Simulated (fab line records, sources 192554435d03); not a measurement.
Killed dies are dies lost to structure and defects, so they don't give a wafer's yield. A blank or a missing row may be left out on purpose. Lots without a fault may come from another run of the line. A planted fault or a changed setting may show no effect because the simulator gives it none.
Which tool did it? | flow n5_finfet | 21 lots, 63 wafers sampled, at 6 steps of a route of 1938

WHAT THE GAUGES READ, wafer by wafer
The record holds no reading of a measuring or inspecting step that can be judged against a usual standard deviation.

WHICH TOOL RAN EACH LOT (tool, then ch and the chambers of the sampled wafers, then the start)
lot  | N5_BEOL_M3_ETCH_74                 | N5_BEOL_M3_ALD_98                 | N5_BEOL_M3_ETCHBACK_99             | N5_BEOL_M3_TRENCH_ETCH_37                     | N5_BEOL_M3_SPUTTER_79        | N5_BEOL_M3_SPUTTER_86
L074 | rie_diel-03 ch 0,2,3, day 7 12:32  | ald_sin-03 ch 0,3, day 7 13:38    | rie_diel-05 ch 0,1,2, day 7 16:15  | rie_diel-05 ch 0,1,2, day 7 19:44 or earlier  | pvd_sputter-01, day 7 19:44  | pvd_sputter-01, day 7 20:10
L076 | rie_diel-02 ch 0,1,2, day 8 03:16  | ald_sin-03 ch 1,2,3, day 8 04:14  | rie_diel-05 ch 1,2, day 8 09:48    | rie_diel-05 ch 1,2, day 8 13:19 or earlier    | pvd_sputter-02, day 8 13:19  | pvd_sputter-02, day 8 13:46
L077 | rie_diel-03 ch 0,3, day 8 11:00    | ald_sin-04 ch 0,1,3, day 8 12:28  | rie_diel-03 ch 0,2,3, day 8 15:47  | rie_diel-03 ch 0,2,3, day 8 17:22 or earlier  | pvd_sputter-01, day 8 17:22  | pvd_sputter-01, day 8 17:49
L078 | rie_diel-03 ch 0,2,3, day 8 16:37  | ald_sin-04 ch 2,3, day 8 17:46    | rie_diel-03 ch 0,2,3, day 8 19:32  | rie_diel-03 ch 0,2,3, day 8 21:23 or earlier  | pvd_sputter-03, day 8 21:23  | pvd_sputter-03, day 8 21:49
L079 | rie_diel-03 ch 0,2,3, day 8 16:50  | ald_sin-01 ch 0,1,3, day 8 17:50  | rie_diel-05 ch 1,2,3, day 8 19:32  | rie_diel-05 ch 1,2,3, day 8 21:16 or earlier  | pvd_sputter-01, day 8 21:16  | pvd_sputter-01, day 8 21:42
L080 | rie_diel-03 ch 1,2,3, day 9 00:13  | ald_sin-04 ch 0,1,2, day 9 01:22  | rie_diel-03 ch 0,2,3, day 9 23:44  | rie_diel-03 ch 0,2,3, day 10 01:17 or earlier | pvd_sputter-03, day 10 01:17 | pvd_sputter-03, day 10 01:43
L081 | rie_diel-03 ch 0,1,2, day 9 01:27  | ald_sin-04 ch 0,2,3, day 9 02:48  | rie_diel-03 ch 0,1,3, day 10 03:09 | rie_diel-03 ch 0,1,3, day 10 04:52 or earlier | pvd_sputter-03, day 10 04:52 | pvd_sputter-03, day 10 05:18
L082 | rie_diel-02 ch 0,2,3, day 9 06:49  | ald_sin-03 ch 2,3, day 9 07:55    | rie_diel-05 ch 1,3, day 10 17:56   | rie_diel-05 ch 1,3, day 10 20:56 or earlier   | pvd_sputter-01, day 10 20:56 | pvd_sputter-01, day 10 21:22
L083 | rie_diel-05 ch 0,1,3, day 10 21:07 | ald_sin-01 ch 0,1,3, day 10 22:13 | rie_diel-05 ch 0,1,3, day 11 16:08 | rie_diel-05 ch 0,1,3, day 11 18:53 or earlier | pvd_sputter-03, day 11 18:53 | pvd_sputter-03, day 11 19:19
L084 | rie_diel-03 ch 0,3, day 11 00:07   | ald_sin-04 ch 0,3, day 11 01:26   | rie_diel-05 ch 0,1, day 12 05:49   | rie_diel-05 ch 0,1, day 12 07:11 or earlier   | pvd_sputter-02, day 12 07:11 | pvd_sputter-02, day 12 07:37
L085 | rie_diel-02 ch 2,3, day 11 05:41   | ald_sin-01 ch 0,3, day 11 07:31   | rie_diel-05 ch 0,2, day 12 08:23   | rie_diel-05 ch 0,2, day 12 11:55 or earlier   | pvd_sputter-02, day 12 11:55 | pvd_sputter-02, day 12 12:22
L086 | rie_diel-05 ch 1,2, day 11 06:30   | ald_sin-04 ch 0,1,2, day 11 07:34 | rie_diel-02 ch 1,2, day 12 11:37   | rie_diel-02 ch 1,2, day 12 13:30 or earlier   | pvd_sputter-03, day 12 13:30 | pvd_sputter-03, day 12 13:56
L087 | rie_diel-05 ch 0,2, day 11 10:37   | ald_sin-03 ch 0,3, day 11 11:35   | rie_diel-05 ch 0,1, day 12 18:13   | rie_diel-05 ch 0,1, day 12 20:31 or earlier   | pvd_sputter-01, day 12 20:31 | pvd_sputter-01, day 12 20:58
L088 | rie_diel-02 ch 0,1, day 11 17:01   | ald_sin-03 ch 1,2,3, day 11 17:59 | rie_diel-03 ch 0,1,2, day 12 14:36 | rie_diel-03 ch 0,1,2, day 12 16:51 or earlier | pvd_sputter-01, day 12 16:51 | pvd_sputter-01, day 12 17:17
L090 | rie_diel-03 ch 0,1,3, day 11 18:20 | ald_sin-01 ch 1,2,3, day 11 19:43 | rie_diel-05 ch 0,3, day 12 23:54   | rie_diel-05 ch 0,3, day 13 01:25 or earlier   | pvd_sputter-03, day 13 01:25 | pvd_sputter-03, day 13 01:52
L089 | rie_diel-02 ch 1,2,3, day 11 18:22 | ald_sin-01 ch 1,2,3, day 11 19:49 | rie_diel-02 ch 2,3, day 12 14:36   | rie_diel-02 ch 2,3, day 12 16:28 or earlier   | pvd_sputter-02, day 12 16:28 | pvd_sputter-02, day 12 16:54
L092 | rie_diel-05 ch 0,1, day 12 05:34   | ald_sin-04 ch 0,1,2, day 12 06:56 | rie_diel-03 ch 0,1,2, day 12 23:55 | rie_diel-03 ch 0,1,2, day 13 03:31 or earlier | pvd_sputter-02, day 13 03:31 | pvd_sputter-02, day 13 03:58
L093 | rie_diel-05 ch 0,2, day 12 15:55   | ald_sin-03 ch 1,2,3, day 12 17:46 | rie_diel-03 ch 0,2, day 13 05:40   | rie_diel-03 ch 0,2, day 13 07:54 or earlier   | pvd_sputter-01, day 13 07:54 | pvd_sputter-01, day 13 08:20
L094 | rie_diel-02 ch 1,2,3, day 12 19:04 | ald_sin-01 ch 1,3, day 12 20:10   | rie_diel-05 ch 0,1,3, day 13 07:00 | rie_diel-05 ch 0,1,3, day 13 09:44 or earlier | pvd_sputter-01, day 13 09:44 | pvd_sputter-01, day 13 10:11
L096 | rie_diel-02 ch 1,2, day 12 19:17   | ald_sin-03 ch 0,1,3, day 12 20:38 | rie_diel-02 ch 0,1,3, day 13 11:29 | rie_diel-02 ch 0,1,3, day 13 13:08 or earlier | pvd_sputter-01, day 13 13:08 | pvd_sputter-01, day 13 13:34
L095 | rie_diel-02 ch 1,3, day 12 20:07   | ald_sin-01 ch 1,3, day 12 21:05   | rie_diel-02 ch 1,2, day 13 06:58   | rie_diel-02 ch 1,2, day 13 09:30 or earlier   | pvd_sputter-02, day 13 09:30 | pvd_sputter-02, day 13 10:58
- N5_BEOL_M3_ETCH_74: etches underlayer in N2/H2, target depth 6.5 nm, time 5.2 s.
- N5_BEOL_M3_ALD_98: deposits SiO2, target thk 2.5 nm, pulse time 1 s, co reactant pulse time 1 s.
- N5_BEOL_M3_ETCHBACK_99: etches SiO2 in CHF3, target depth 5 nm, time 10.4 s.
- N5_BEOL_M3_TRENCH_ETCH_37: etches SiOC in C4F6/O2, target depth 55.555 nm, time 29.2 s.
- N5_BEOL_M3_SPUTTER_79: material Cu, target thk 4.5 nm, time 8.29 s.
- N5_BEOL_M3_SPUTTER_86: material Cu, target thk 4.5 nm, time 8.29 s.

WHAT THE TOOLS THEMSELVES READ (means of the sampled wafers that have a number; where no wafer has one, the mark that the record gives instead)
N5_BEOL_M3_ETCH_74.
lot  | tool        | drypump_motor_current_A (A) | etch_rf_on_time_s (s) | n2_flow_sccm (sccm) | oes_product_au (a.u.) | rf_fwd_power_W (W) | rf_vpp_V (V) | showerhead_plenum_p_Torr (Torr) | throttle_valve_pct (%)
L074 | rie_diel-03 | 5.3                         | 5.22                  | 199.4               | 0.64                  | 818.2              | 526.8        | 2.61                            | 17.74
L076 | rie_diel-02 | 5.7                         | 5.31                  | 200.8               | 0.62                  | 821.5              | 524.1        | 2.56                            | 17.74
L077 | rie_diel-03 | 5.2                         | 5.09                  | 200.5               | 0.69                  | 820.8              | 524.9        | 2.60                            | 17.72
L078 | rie_diel-03 | 5.3                         | 5.22                  | 200.0               | 0.63                  | 821.2              | 525.7        | 2.60                            | 17.76
L079 | rie_diel-03 | 5.3                         | 5.21                  | 199.7               | 0.63                  | 821.4              | 526.4        | 2.61                            | 17.76
L080 | rie_diel-03 | 5.7                         | 5.19                  | 200.2               | 0.71                  | 819.4              | 524.5        | 2.56                            | 17.61
L081 | rie_diel-03 | 5.7                         | 5.16                  | 200.4               | 0.68                  | 817.3              | 525.8        | 2.57                            | 17.62
L082 | rie_diel-02 | 5.5                         | 5.30                  | 201.0               | 0.61                  | 818.6              | 523.5        | 2.55                            | 17.71
L083 | rie_diel-05 | 5.3                         | 5.14                  | 200.0               | 0.71                  | 818.7              | 525.1        | 2.59                            | 17.62
L084 | rie_diel-03 | 5.1                         | 5.07                  | 199.8               | 0.63                  | 819.9              | 524.6        | 2.60                            | 17.75
L085 | rie_diel-02 | 5.9                         | 5.30                  | 200.1               | 0.61                  | 819.7              | 521.6        | 2.47                            | 17.74
L086 | rie_diel-05 | 5.4                         | 5.03                  | 200.6               | 0.76                  | 818.8              | 528.8        | 2.69                            | 17.49
L087 | rie_diel-05 | 5.6                         | 5.12                  | 200.5               | 0.80                  | 818.9              | 524.0        | 2.56                            | 17.63
L088 | rie_diel-02 | 5.5                         | 5.15                  | 200.4               | 0.79                  | 819.1              | 524.0        | 2.54                            | 17.42
L090 | rie_diel-03 | 5.6                         | 5.10                  | 199.6               | 0.70                  | 816.4              | 525.2        | 2.56                            | 17.60
L089 | rie_diel-02 | 6.0                         | 5.32                  | 199.9               | 0.61                  | 820.9              | 522.2        | 2.48                            | 17.81
L092 | rie_diel-05 | 5.5                         | 5.10                  | 200.5               | 0.76                  | 820.4              | 524.2        | 2.55                            | 17.61
L093 | rie_diel-05 | 5.6                         | 5.08                  | 201.0               | 0.79                  | 819.8              | 524.0        | 2.56                            | 17.62
L094 | rie_diel-02 | 6.0                         | 5.32                  | 200.4               | 0.61                  | 817.7              | 522.2        | 2.48                            | 17.81
L096 | rie_diel-02 | 6.1                         | 5.35                  | 199.2               | 0.62                  | 823.3              | 522.3        | 2.49                            | 17.87
L095 | rie_diel-02 | 6.1                         | 5.36                  | 200.1               | 0.61                  | 821.3              | 519.2        | 2.40                            | 17.77

N5_BEOL_M3_ALD_98.
lot  | tool       | heater_power_outer_w (W) | heater_power_w (W) | precursor_pulse_height_rel
L074 | ald_sin-03 | 39                       | 80                 | 1.010
L076 | ald_sin-03 | 40                       | 76                 | 0.993
L077 | ald_sin-04 | 38                       | 74                 | 1.000
L078 | ald_sin-04 | 39                       | 78                 | 1.002
L079 | ald_sin-01 | 41                       | 78                 | 1.003
L080 | ald_sin-04 | 41                       | 79                 | 0.976
L081 | ald_sin-04 | 40                       | 80                 | 0.999
L082 | ald_sin-03 | 39                       | 74                 | 0.987
L083 | ald_sin-01 | 43                       | 76                 | 0.994
L084 | ald_sin-04 | 39                       | 79                 | 1.012
L085 | ald_sin-01 | 45                       | 75                 | 1.006
L086 | ald_sin-04 | 41                       | 79                 | 1.001
L087 | ald_sin-03 | 38                       | 79                 | 1.002
L088 | ald_sin-03 | 41                       | 76                 | 0.993
L090 | ald_sin-01 | 43                       | 79                 | 1.001
L089 | ald_sin-01 | 43                       | 79                 | 0.992
L092 | ald_sin-04 | 40                       | 81                 | 1.006
L093 | ald_sin-03 | 41                       | 77                 | 1.007
L094 | ald_sin-01 | 44                       | 77                 | 0.997
L096 | ald_sin-03 | 41                       | 80                 | 1.003
L095 | ald_sin-01 | 43                       | 76                 | 1.010

N5_BEOL_M3_ETCHBACK_99.
lot  | tool        | drypump_motor_current_A (A) | oes_product_au (a.u.) | rf_fwd_power_W (W) | rf_vpp_V (V) | showerhead_plenum_p_Torr (Torr) | throttle_valve_pct (%)
L074 | rie_diel-05 | 5.5                         | 0.74                  | 212.4              | 244          | 2.15                            | 17.10
L076 | rie_diel-05 | 5.6                         | 0.73                  | 212.5              | 246          | 2.12                            | 17.06
L077 | rie_diel-03 | 5.3                         | 0.74                  | 212.4              | 246          | 2.20                            | 16.99
L078 | rie_diel-03 | 5.3                         | 0.74                  | 212.4              | 246          | 2.20                            | 17.00
L079 | rie_diel-05 | 5.3                         | 0.74                  | 212.6              | 248          | 2.18                            | 17.04
L080 | rie_diel-03 | 5.3                         | 0.73                  | 212.1              | 247          | 2.20                            | 17.01
L081 | rie_diel-03 | 5.6                         | 0.83                  | 211.5              | 245          | 2.18                            | 16.87
L082 | rie_diel-05 | 5.1                         | 0.74                  | 212.9              | 248          | 2.24                            | 17.07
L083 | rie_diel-05 | 5.3                         | 0.81                  | 212.2              | 245          | 2.20                            | 17.00
L084 | rie_diel-05 | 5.5                         | 0.87                  | 212.5              | 243          | 2.22                            | 16.91
L085 | rie_diel-05 | 5.5                         | 0.95                  | 212.1              | 242          | 2.23                            | 16.84
L086 | rie_diel-02 | 5.9                         | 0.71                  | 211.6              | 243          | 2.15                            | 17.00
L087 | rie_diel-05 | 5.5                         | 0.88                  | 212.9              | 241          | 2.16                            | 16.92
L088 | rie_diel-03 | 5.7                         | 0.85                  | 213.0              | 244          | 2.17                            | 16.76
L090 | rie_diel-05 | 5.4                         | 0.95                  | 212.2              | 241          | 2.14                            | 16.86
L089 | rie_diel-02 | 5.9                         | 0.70                  | 211.3              | 241          | 2.10                            | 17.12
L092 | rie_diel-03 | 5.7                         | 0.85                  | 212.7              | 244          | 2.17                            | 16.76
L093 | rie_diel-03 | 5.4                         | 0.85                  | 212.5              | 246          | 2.19                            | 16.77
L094 | rie_diel-05 | 5.3                         | 0.92                  | 213.4              | 244          | 2.20                            | 16.87
L096 | rie_diel-02 | 5.8                         | 0.80                  | 212.0              | 242          | 2.11                            | 16.98
L095 | rie_diel-02 | 6.2                         | 0.73                  | 212.7              | 244          | 2.11                            | 17.15

N5_BEOL_M3_TRENCH_ETCH_37.
lot  | tool        | drypump_motor_current_A (A) | oes_product_au (a.u.) | rf_fwd_power_W (W) | rf_vpp_V (V) | showerhead_plenum_p_Torr (Torr) | throttle_valve_pct (%)
L074 | rie_diel-05 | 5.5                         | 0.75                  | 349.1              | 675          | 2.84                            | 20.86
L076 | rie_diel-05 | 5.5                         | 0.74                  | 349.9              | 681          | 2.81                            | 20.84
L077 | rie_diel-03 | 5.3                         | 0.74                  | 349.4              | 682          | 2.91                            | 20.74
L078 | rie_diel-03 | 5.3                         | 0.74                  | 348.7              | 682          | 2.91                            | 20.75
L079 | rie_diel-05 | 5.3                         | 0.75                  | 349.4              | 682          | 2.89                            | 20.81
L080 | rie_diel-03 | 5.3                         | 0.73                  | 348.6              | 682          | 2.91                            | 20.76
L081 | rie_diel-03 | 5.6                         | 0.83                  | 349.2              | 677          | 2.88                            | 20.66
L082 | rie_diel-05 | 5.1                         | 0.74                  | 351.2              | 685          | 2.95                            | 20.82
L083 | rie_diel-05 | 5.3                         | 0.82                  | 350.3              | 675          | 2.90                            | 20.77
L084 | rie_diel-05 | 5.5                         | 0.86                  | 351.7              | 674          | 2.93                            | 20.72
L085 | rie_diel-05 | 5.6                         | 0.95                  | 348.7              | 671          | 2.95                            | 20.66
L086 | rie_diel-02 | 5.8                         | 0.71                  | 348.9              | 671          | 2.85                            | 20.72
L087 | rie_diel-05 | 5.5                         | 0.88                  | 351.4              | 667          | 2.86                            | 20.71
L088 | rie_diel-03 | 5.7                         | 0.85                  | 349.8              | 674          | 2.87                            | 20.53
L090 | rie_diel-05 | 5.4                         | 0.94                  | 349.6              | 666          | 2.83                            | 20.66
L089 | rie_diel-02 | 5.9                         | 0.70                  | 347.4              | 667          | 2.78                            | 20.85
L092 | rie_diel-03 | 5.7                         | 0.85                  | 350.1              | 675          | 2.86                            | 20.53
L093 | rie_diel-03 | 5.4                         | 0.86                  | 349.6              | 679          | 2.90                            | 20.52
L094 | rie_diel-05 | 5.4                         | 0.91                  | 350.7              | 675          | 2.90                            | 20.67
L096 | rie_diel-02 | 5.8                         | 0.80                  | 350.9              | 670          | 2.79                            | 20.75
L095 | rie_diel-02 | 6.1                         | 0.72                  | 350.9              | 672          | 2.79                            | 20.90

N5_BEOL_M3_SPUTTER_79.
lot  | tool           | chamber_pressure_pa (Pa) | throttle_valve_pct (%)
L074 | pvd_sputter-01 | 0.07                     | 28.9
L076 | pvd_sputter-02 | 0.07                     | 29.2
L077 | pvd_sputter-01 | 0.07                     | 30.0
L078 | pvd_sputter-03 | 0.07                     | 29.8
L079 | pvd_sputter-01 | 0.07                     | 29.5
L080 | pvd_sputter-03 | 0.07                     | 29.8
L081 | pvd_sputter-03 | 0.07                     | 29.6
L082 | pvd_sputter-01 | 0.07                     | 29.9
L083 | pvd_sputter-03 | 0.07                     | 29.2
L084 | pvd_sputter-02 | 0.07                     | 29.8
L085 | pvd_sputter-02 | 0.07                     | 29.8
L086 | pvd_sputter-03 | 0.07                     | 29.4
L087 | pvd_sputter-01 | 0.07                     | 29.5
L088 | pvd_sputter-01 | 0.07                     | 29.9
L090 | pvd_sputter-03 | 0.07                     | 29.9
L089 | pvd_sputter-02 | 0.07                     | 29.7
L092 | pvd_sputter-02 | 0.07                     | 29.6
L093 | pvd_sputter-01 | 0.07                     | 29.8
L094 | pvd_sputter-01 | 0.07                     | 29.8
L096 | pvd_sputter-01 | 0.07                     | 29.7
L095 | pvd_sputter-02 | 0.07                     | 29.1

N5_BEOL_M3_SPUTTER_86.
lot  | tool           | chamber_pressure_pa (Pa) | throttle_valve_pct (%)
L074 | pvd_sputter-01 | 0.07003                  | 28.8
L076 | pvd_sputter-02 | 0.07012                  | 29.4
L077 | pvd_sputter-01 | 0.07000                  | 29.9
L078 | pvd_sputter-03 | 0.06997                  | 29.8
L079 | pvd_sputter-01 | 0.07000                  | 29.4
L080 | pvd_sputter-03 | 0.06989                  | 29.6
L081 | pvd_sputter-03 | 0.07005                  | 29.5
L082 | pvd_sputter-01 | 0.07002                  | 29.9
L083 | pvd_sputter-03 | 0.06996                  | 29.4
L084 | pvd_sputter-02 | 0.07017                  | 29.8
L085 | pvd_sputter-02 | 0.06999                  | 29.8
L086 | pvd_sputter-03 | 0.06993                  | 29.4
L087 | pvd_sputter-01 | 0.07002                  | 29.5
L088 | pvd_sputter-01 | 0.06995                  | 29.8
L090 | pvd_sputter-03 | 0.06994                  | 29.8
L089 | pvd_sputter-02 | 0.07000                  | 29.6
L092 | pvd_sputter-02 | 0.07014                  | 29.6
L093 | pvd_sputter-01 | 0.07005                  | 29.9
L094 | pvd_sputter-01 | 0.07000                  | 29.8
L096 | pvd_sputter-01 | 0.07000                  | 29.9
L095 | pvd_sputter-02 | 0.07009                  | 29.2

THE ANSWER, worked out from the rows above alone
Rule: what is usual is taken from the lots themselves. Put in order of their means at a reading, lots are off if they are a third of the lots or fewer, leave a main group of 4 or more, and stand apart from it by a gap of 3 or more times the standard deviation of the main group's means; of several such gaps the widest counts. A main group whose means are all the same, to the digits that the tables above print for the reading, isn't used. A lot without any number at a reading at which 4 lots or more have one is off too. The other lots that the step has rows for count as sound. The gauges are gone through in route order, then the tools' own readings, and for those a lot's mean is taken as printed above. The first step at which some lot is off is used, and at that step the reading that is off furthest; a lot without a number counts as furthest.
No lot is off at any reading shown: from this, nothing can be told.

WHAT THE SIMULATOR HAD PUT IN
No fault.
